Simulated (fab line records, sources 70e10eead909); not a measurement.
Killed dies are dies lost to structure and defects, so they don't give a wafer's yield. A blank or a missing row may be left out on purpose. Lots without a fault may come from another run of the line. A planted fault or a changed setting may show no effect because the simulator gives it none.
fab line records | flow nand_harc
record lots=7 wafers=21 last_day=25
route steps=1159 shown A_ZERO_WELL@403 A_SOURCE_PLATE@413 END@1159
lots that met no fault: from a run of the same line without faults
start_h: hours from the record's first day to the start of the lot's first wafer shown | wait_h: hours since the lot's step before | " the same as in the row above | L1.1+2: a row that stands for several wafers | - no value, or no start given | * or withheld: withheld | < > ~ a bound
route shown NAME@n: a module of which the file shows steps, and the number in the route of the first | usual: mean/standard deviation of fault-free wafers | same: alike in all rows | chamber/n: place in a boat | sites: the reading at each site | _std_site: their standard deviation | _edge_site: outer sites' mean less inner sites' | radius_mm: how far each site lies from the wafer's centre | mask NAME#n: copy n | behind: the tool/chamber that last shaped the wafer | hold: why the lot was held/for how many hours/how that ended | device: the transistor (n, p or np) that didn't switch | end of line: the same wafers' tests at the end of the route | a step without rows: its recipe alone | killed: dies lost to structure and defects at the first sort, not the wafer's yield | map: a wafer's dies, x killed, . not, _ none there
set.NAME: the setting as run; set.NAME@STEP: as run at that earlier step | model.NAME: the simulator's own value behind a step, which no gauge read
lots at some steps of the route; a table a step, a row a wafer
services: from which hour (start_h, from the record's first day; less than 0 if before it) a tool's chamber was out of use, for how many hours, and why
## steps
# step NHARC_A_ZERO_WELL_DESCUM_12
# recipe time_s=3 o2_flow_sccm=200 ar_flow_sccm=0 bias_power_w=0 chemistry=O2
# usual drypump_motor_current_A=5.8/0.56 oes_product_au=1.003/0.0076 rf_vpp_V=57.9/1 showerhead_plenum_p_Torr=1.94/0.097 throttle_valve_pct=11.312/0.0091
# columns lot.wafer tool chamber start_h wait_h drypump_motor_current_A oes_product_au rf_hours_counter_h rf_vpp_V showerhead_plenum_p_Torr throttle_valve_pct
L837.4 rie_diel-12 0 151.95 - 6.7 0.995 12 57.6 2.04 11.320
L837.3 " 2 " " 5.0 1.013 11 57.7 2.03 11.310
L837.5 " 0 " " 6.7 0.991 - 57.4 2.04 11.300
L839.1 rie_diel-12 3 154.65 - 5.3 1.003 12 55.4 1.84 11.314
L839.4 " 0 " " 6.7 0.987 13 59.8 2.04 11.301
L839.3 " 1 " " 6.6 1.000 12 57.9 2.06 11.312
L838.3 rie_diel-02 3 162.02 - 5.8 1.012 0 59.3 1.96 11.308
L838.4 " 0 " " 5.9 1.008 0 57.4 1.83 11.317
L838.6 " 2 " " 6.0 1.016 - 57.3 1.83 11.312
L849.3 rie_diel-06 3 230.74 - 5.9 1.008 11 58.2 1.84 11.331
L849.6 " 1 " " 5.6 1.005 - 58.5 1.83 11.324
L849.5 " 2 " " 5.7 0.992 - 59.0 1.99 11.325
L853.4 rie_diel-12 2 245.26 - 5.0 1.000 3 58.8 2.02 11.307
L853.2 " 3 " " 5.3 0.996 4 57.1 1.84 11.321
L853.5 " 1 " " 6.6 1.005 - 59.0 2.06 11.299
L855.2 rie_diel-02 0 258.57 - 5.9 1.001 7 56.4 1.82 11.329
L855.5 " 1 " " 6.0 1.011 - 58.1 2.02 11.319
L855.6 " 2 " " 6.0 1.009 - 57.3 1.82 11.315
L857.1 rie_diel-02 2 264.97 - 6.0 1.002 6 56.1 1.82 11.320
L857.3 " 3 " " 5.8 1.000 6 58.7 1.96 11.309
L857.6 " 3 " " 5.9 1.002 - 59.2 1.96 11.329
# step NHARC_A_ZERO_WELL_ETCH_19
# recipe target_depth_a=800 overetch_a=240 time_s=87.88 ion_energy_ev=200 n2_flow_sccm=150 h2_flow_sccm=150 ar_flow_sccm=0 rf_w=400 bias_w=150 chemistry=N2/H2
# usual drypump_motor_current_A=5.9/0.55 oes_product_au=1.001/0.0082 rf_vpp_V=431.3/3 showerhead_plenum_p_Torr=2.07/0.11 throttle_valve_pct=14.169/0.01
# columns lot.wafer tool chamber start_h wait_h drypump_motor_current_A oes_product_au rf_hours_counter_h rf_vpp_V showerhead_plenum_p_Torr throttle_valve_pct
L837.3 rie_diel-12 1 152.03 0.1 6.6 0.989 11 435.4 2.20 14.178
L837.4 " 2 " " 5.0 0.981 11 432.7 2.16 14.166
L837.5 " 1 " " 6.6 0.994 - 433.9 2.20 14.166
L839.3 rie_diel-12 1 154.73 0.1 6.6 0.992 12 434.0 2.20 14.167
L839.4 " 3 " " 5.3 0.998 12 427.3 1.96 14.167
L839.1 " 0 " " 6.7 0.995 13 433.8 2.17 14.185
L838.3 rie_diel-02 0 162.08 0.1 5.9 0.990 0 427.5 1.94 14.169
L838.4 " 1 " " 6.0 1.007 0 433.6 2.16 14.169
L838.6 " 0 " " 5.9 1.002 - 427.5 1.94 14.177
L849.3 rie_diel-06 0 230.83 0.1 5.2 1.007 10 427.8 1.94 14.181
L849.5 " 1 " " 5.6 1.000 - 427.2 1.95 14.162
L849.6 " 2 " " 5.7 1.008 - 434.5 2.13 14.176
L853.2 rie_diel-12 1 245.34 0.1 6.6 1.005 3 433.1 2.20 14.160
L853.4 " 3 " " 5.3 1.003 4 427.9 1.96 14.177
L853.5 " 1 " " 6.6 0.992 - 435.1 2.20 14.153
L855.2 rie_diel-02 2 258.64 0.1 6.0 1.001 6 429.0 1.94 14.171
L855.6 " 1 " " 6.0 1.009 - 434.3 2.16 14.147
L855.5 " 2 " " 6.0 1.012 - 426.9 1.94 14.170
L857.3 rie_diel-02 1 265.06 0.1 6.0 1.019 7 435.5 2.16 14.181
L857.1 " 3 " " 5.9 1.004 6 433.1 2.09 14.168
L857.6 " 1 " " 6.0 1.002 - 433.5 2.16 14.161
# step NHARC_A_ZERO_WELL_ETCH_13
# recipe target_depth_a=1200 time_s=40.1 hbr_flow_sccm=150 cl2_flow_sccm=50 rf_w=400 icp_w=400 bias_w=100 chemistry=HBr/Cl2
# usual drypump_motor_current_A=5.8/0.48 oes_product_au=1.000/0.0075 throttle_valve_pct=26.406/0.0097
# columns lot.wafer tool chamber start_h wait_h drypump_motor_current_A oes_product_au rf_hours_counter_h throttle_valve_pct
L837.3 rie_si-03 3 152.15 - 6.0 1.016 0.9 26.400
L837.4 " 2 " " 5.2 1.010 0.9 26.406
L837.5 " 3 " " 6.0 1.008 - 26.412
L839.4 rie_si-02 2 154.85 - 5.1 1.015 0.8 26.411
L839.3 " 3 " " 6.8 1.011 0.8 26.399
L839.1 " 1 " " 6.4 1.011 0.8 26.408
L838.4 rie_si-06 1 162.20 - 5.7 0.988 1.2 26.411
L838.3 " 3 " " 5.1 0.996 1.2 26.404
L838.6 " 1 " " 5.7 0.999 - 26.420
L849.3 rie_si-03 3 230.93 - 6.0 1.011 0.4 26.397
L849.6 " 3 " " 6.0 1.006 - 26.400
L849.5 " 0 " " 5.8 1.004 - 26.401
L853.2 rie_si-06 3 245.45 - 5.1 0.999 0.3 26.404
L853.4 " 1 " " 5.7 0.999 0.3 26.393
L853.5 " 3 " " 5.1 0.993 - 26.397
L855.2 rie_si-02 1 258.77 - 6.5 0.989 0.3 26.423
L855.6 " 3 " " 6.7 0.993 - 26.417
L855.5 " 0 " " 5.2 0.987 - 26.421
L857.1 rie_si-06 2 265.18 - 5.7 1.001 0.4 26.410
L857.3 " 0 " " 5.8 1.010 0.5 26.412
L857.6 " 3 " " 5.1 0.991 - 26.403
# step NHARC_A_ZERO_WELL_STRIP_14
# recipe time_s=900 temp_c=130 chemistry=SPM
# step NHARC_A_ZERO_WELL_IMPLANT_15
# recipe energy_kev=150 dose_cm2=1e+13 tilt_deg=7
# step NHARC_A_ZERO_WELL_PRECLEAN_22
# recipe time_s=60 temp_c=50 bath_age_min=0 chemistry=SC1
# step NHARC_A_ZERO_WELL_SRD_23
# step NHARC_A_ZERO_WELL_RTA_16
# recipe temp_c=1000 time_s=10
# usual lamp_power_pct=25.8/0.64 wafer_temp_C_max=1005.1/1.1
# columns lot.wafer tool chamber start_h wait_h lamp_power_pct wafer_temp_C_max
L837.3 rtp_anneal-02 0 153.13 - 26.5 1004.4
L837.4 " 0 " " 26.5 1007.1
L837.5 " 0 " " 26.5 1005.7
L839.1 rtp_anneal-02 0 155.76 - 26.6 1004.1
L839.3 " 0 " " 26.5 1004.8
L839.4 " 0 " " 26.5 1005.1
L838.3 rtp_anneal-01 0 163.32 - 25.3 1002.7
L838.4 " 0 " " 25.2 1005.2
L838.6 " 0 " " 25.2 1003.6
L849.3 rtp_anneal-01 0 231.94 - 25.2 1005.4
L849.5 " 0 " " 25.2 1004.6
L849.6 " 0 " " 25.3 1004.9
L853.2 rtp_anneal-02 0 246.45 - 26.5 1004.7
L853.4 " 0 " " 26.5 1006.0
L853.5 " 0 " " 26.6 1006.9
L855.2 rtp_anneal-01 0 259.69 - 25.2 1007.1
L855.5 " 0 " " 25.2 1004.7
L855.6 " 0 " " 25.2 1005.3
L857.1 rtp_anneal-02 0 266.08 - 26.4 1004.0
L857.3 " 0 " " 26.5 1003.7
L857.6 " 0 " " 26.5 1006.6
# step NHARC_A_ZERO_WELL_INSPECT_17
# usual raw_defect_count=11/5.8
# columns lot.wafer tool chamber start_h wait_h raw_defect_count
L837.3 defect_inspect-02 - 153.27 0.1 35
L837.4 " - " " 14
L837.5 " - " " 22
L839.1 defect_inspect-02 - 155.96 0.2 16
L839.3 " - " " 8
L839.4 " - " " 4
L838.3 defect_inspect-01 - 163.47 0.1 8
L838.4 " - " " 8
L838.6 " - " " 17
L849.3 defect_inspect-01 - 232.08 0.1 19
L849.5 " - " " 7
L849.6 " - " " 15
L853.2 defect_inspect-01 - 246.62 0.1 15
L853.4 " - " " 11
L853.5 " - " " 4
L855.2 defect_inspect-02 - 259.86 0.1 8
L855.5 " - " " 10
L855.6 " - " " 10
L857.1 defect_inspect-02 - 266.27 0.2 11
L857.3 " - " " 12
L857.6 " - " " 9
# step NHARC_A_SOURCE_PLATE_PRECLEAN_00
# recipe time_s=60 chemistry=HF-LAST
# step NHARC_A_SOURCE_PLATE_SRD_01
# step NHARC_A_SOURCE_PLATE_OXIDE_02
# recipe target_thk_a=100 temp_c=900 ox_time_s=1362 material=SiO2
# usual ox_temp_c=900.0/0.43 ox_time_s=1362/0 spike_tc_bottom_C=916.4/2.1 zone_power_top_pct=34.9/2.4 zone_power_upper_pct=19.9/0.46
# columns lot.wafer tool chamber start_h wait_h ox_temp_c ox_time_s spike_tc_bottom_C zone_power_top_pct zone_power_upper_pct
L837.3 furnace-01 0 156.63 - 899.9 1362 917.1 36.1 20.4
L837.4 " 0 " " 899.8 1362 919.1 37.2 20.5
L837.5 " 0 " " 900.1 1362 917.1 36.7 20.4
L839.1 furnace-01 - 156.63 - - - - - -
L839.3 " - " " - - - - -
L839.4 " - " " - - - - -
L839.1 furnace-01 0 160.58 0.3 900.4 1362 918.5 36.5 20.5
L839.3 " 0 " " 900.2 1362 918.1 36.6 20.4
L839.4 " 0 " " 900.2 1362 918.3 36.7 20.5
L838.3 furnace-04 0 167.33 - 900.2 1362 915.6 30.9 19.5
L838.4 " 0 " " 900.2 1362 915.0 31.3 19.4
L838.6 " 0 " " 900.2 1362 916.7 31.3 19.6
L838.3 furnace-04 0 174.76 3.7 899.3 1362 915.9 30.9 19.2
L838.4 " 0 " " 899.3 1362 916.3 30.7 19.4
L838.6 " 0 " " 898.7 1362 914.1 30.2 19.2
L849.3 furnace-01 - 237.39 - - - - - -
L849.5 " - " " - - - - -
L849.6 " - " " - - - - -
L849.3 furnace-01 0 241.33 0.3 900.3 1362 918.1 36.9 20.3
L849.5 " 0 " " 899.8 1362 916.4 36.6 20.3
L849.6 " 0 " " 900.5 1362 917.7 36.4 20.4
L853.2 furnace-02 0 252.12 - 899.6 1362 915.3 36.1 19.7
L853.4 " 0 " " 899.7 1362 914.4 36.1 19.6
L853.5 " 0 " " 900.3 1362 915.0 36.6 19.7
L855.2 furnace-02 0 261.70 - 900.1 1362 912.6 36.0 19.7
L855.5 " 0 " " 900.5 1362 913.3 36.0 19.8
L855.6 " 0 " " 900.2 1362 912.5 36.3 19.8
L857.1 furnace-02 0 269.33 - 899.7 1362 913.6 35.9 19.8
L857.3 " 0 " " 899.3 1362 913.0 36.2 19.7
L857.6 " 0 " " 899.9 1362 913.2 35.6 19.9
# step NHARC_A_SOURCE_PLATE_THK_MEAS_09
# recipe thk_meas_gauge=ellipsometry
# usual thk_nm=9.6/1
# columns lot.wafer tool chamber start_h wait_h thk_nm
L837.3 film_metro-02 - 160.68 0.4 9.4
L837.4 " - " " 8.9
L837.5 " - " " 10.5
L839.1 film_metro-01 - 164.97 0.7 13.3
L839.3 " - " " 14.4
L839.4 " - " " 14.0
L838.3 film_metro-01 - 179.23 0.7 16.8
L838.4 " - " " 15.1
L838.6 " - " " 15.9
L849.3 film_metro-02 - 245.73 0.7 16.3
L849.5 " - " " 15.8
L849.6 " - " " 13.9
L853.2 film_metro-02 - 256.16 0.4 9.6
L853.4 " - " " 9.8
L853.5 " - " " 9.7
L855.2 film_metro-01 - 265.77 0.4 9.5
L855.5 " - " " 9.3
L855.6 " - " " 10.2
L857.1 film_metro-01 - 273.39 0.4 9.8
L857.3 " - " " 8.9
L857.6 " - " " 7.3
# step NHARC_A_SOURCE_PLATE_PVD_04
# recipe target_thk_a=500 material=WSi2
# step NHARC_END_SORT_01
# recipe temp_c=25
# usual killed_at_array=27/11 killed_at_other=0.8/1.1 killed_at_periphery=2.8/1.9 killed_dies=30/11 killed_open=3.3/1.8 killed_short=2.3/1.5
# same gross_dies=677
# columns lot.wafer tool chamber start_h wait_h killed_at_array killed_at_other killed_at_periphery killed_dies killed_open killed_short
L839.1 prober-02 0 453.14 2.5 10 1 0 11 2 1
L839.3 prober-02 0 454.74 3.1 17 4 2 23 4 3
L839.4 prober-02 0 455.53 3.4 8 5 2 15 2 2
L838.3 prober-02 0 462.52 3.1 42 0 2 44 3 4
L838.4 prober-02 0 463.33 3.4 27 0 2 29 4 1
L838.6 prober-02 0 464.93 4.0 34 0 2 36 5 1
L857.3 prober-02 0 586.17 3.1 22 3 2 27 3 0
# killed by level:class
L839.1 A_BLC:geometric_particle:open=2 A_CHANNEL_HOLE_D1:chamber_film_flake=2 A_STAIRCASE:chamber_film_flake=2 A_SLIT:chamber_film_flake=2 A_CHANNEL_FILL_D1:geometric_particle:short=1 A_WL_FILL:chamber_film_flake=1 THIN_TSV:chamber_film_flake=1
L839.3 A_SLIT:chamber_film_flake=10 THIN_TSV:chamber_film_flake=3 A_CONTACT:chamber_film_flake=2 P_GATE:geometric_particle:open=1 P_CONTACT:geometric_particle:open=1 A_CHANNEL_HOLE_D1:geometric_particle:short=1 A_CONTACT:geometric_particle:short=1 A_CONTACT:geometric_particle:open=1
L839.4 THIN_TSV:chamber_film_flake=5 A_WL_FILL:geometric_particle:short=2 A_CONTACT:geometric_particle:open=2 A_SLIT:chamber_film_flake=2 P_GATE:chamber_film_flake=1 A_CHANNEL_HOLE_D1:chamber_film_flake=1 P_M1:chamber_film_flake=1 A_CONTACT:chamber_film_flake=1
L838.3 A_CHANNEL_HOLE_D1:chamber_film_flake=12 A_SLIT:chamber_film_flake=10 A_CONTACT:chamber_film_flake=8 A_STAIRCASE:chamber_film_flake=6 P_CONTACT:geometric_particle:short=1 A_ONON_D1:geometric_particle:short=1 A_CHANNEL_FILL_D1:geometric_particle:short=1 A_WL_FILL:geometric_particle:open=1
L838.4 A_CHANNEL_HOLE_D1:chamber_film_flake=8 A_STAIRCASE:chamber_film_flake=5 A_SLIT:chamber_film_flake=4 A_CONTACT:chamber_film_flake=4 A_ONON_D1:geometric_particle:open=2 A_ZERO_WELL:chamber_film_flake=2 P_STI:geometric_particle:short=1 A_BLC:geometric_particle:open=1
L838.6 A_CHANNEL_HOLE_D1:chamber_film_flake=13 A_SLIT:chamber_film_flake=7 A_CONTACT:chamber_film_flake=5 A_STAIRCASE:chamber_film_flake=4 A_M0:geometric_particle:open=3 P_CONTACT:geometric_particle:open=1 A_ONON_D1:geometric_particle:open=1 A_M1:geometric_particle:short=1
L857.3 A_CONTACT:chamber_film_flake=10 A_STAIRCASE:chamber_film_flake=7 A_WL_FILL:chamber_film_flake=3 THIN_TSV:chamber_film_flake=3 P_CONTACT:geometric_particle:open=1 P_M0:geometric_particle:open=1 A_CHANNEL_FILL_D1:geometric_particle:open=1 A_CHANNEL_HOLE_D1:chamber_film_flake=1
## services
# columns tool chamber start_h hours kind
rie_diel-02 0 129.70 - clean
rie_diel-02 1 129.70 - clean
rie_diel-02 2 129.70 - clean
rie_diel-02 3 129.70 - clean
rie_diel-12 0 132.59 - clean
rie_diel-12 1 132.59 - clean
rie_si-02 0 138.50 6.4 repair
rie_diel-02 - 138.99 0.2 repair
rie_diel-02 - 150.70 9.0 pm
rie_si-03 - 155.00 9.0 pm
rie_si-06 - 183.00 9.0 pm
rie_si-02 2 186.32 5.2 repair
rie_diel-12 2 197.12 15.8 repair
rie_diel-06 2 198.20 4.0 repair
rie_diel-12 - 202.40 9.0 pm
rie_si-02 - 205.59 0.7 repair
rie_si-06 0 209.87 3.7 repair
rie_si-02 - 211.00 9.0 pm
rie_diel-06 0 211.83 9.2 repair
rie_diel-06 3 213.21 4.4 repair
rie_diel-06 - 213.33 0.4 repair
rie_diel-06 - 241.20 9.0 pm
rie_diel-06 1 268.69 8.2 repair
rie_diel-06 3 268.90 6.1 repair
## key
first_sign step=NHARC_A_SOURCE_PLATE_OXIDE_02 reading=visit direction=added
effect step=NHARC_A_SOURCE_PLATE_OXIDE_02 reading=tool_record direction=missing
effect step=NHARC_A_SOURCE_PLATE_THK_MEAS_09 reading=thk_nm direction=up sigmas=5.4 usual=9.6 struck=15.1
met_at NHARC_A_SOURCE_PLATE_OXIDE_02
struck_wafers L838.3,L838.4,L838.6,L839.1,L839.3,L839.4,L849.3,L849.5,L849.6
tester_left_out L838,L839,L849
fault kind=repeated_step_whole tool=furnace-01,furnace-02,furnace-04 chamber=- onset_h=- steps=NHARC_A_SOURCE_PLATE_OXIDE_02 times=1 scope=struck_lots_only
# tester_left_out: of these lots the tester's yield and bins aren't shown, on N5 and GAA mostly nor the transistor test; their killed dies are dies lost to structure and defects alone, not to doping, threshold or leakage, so they don't give the yield
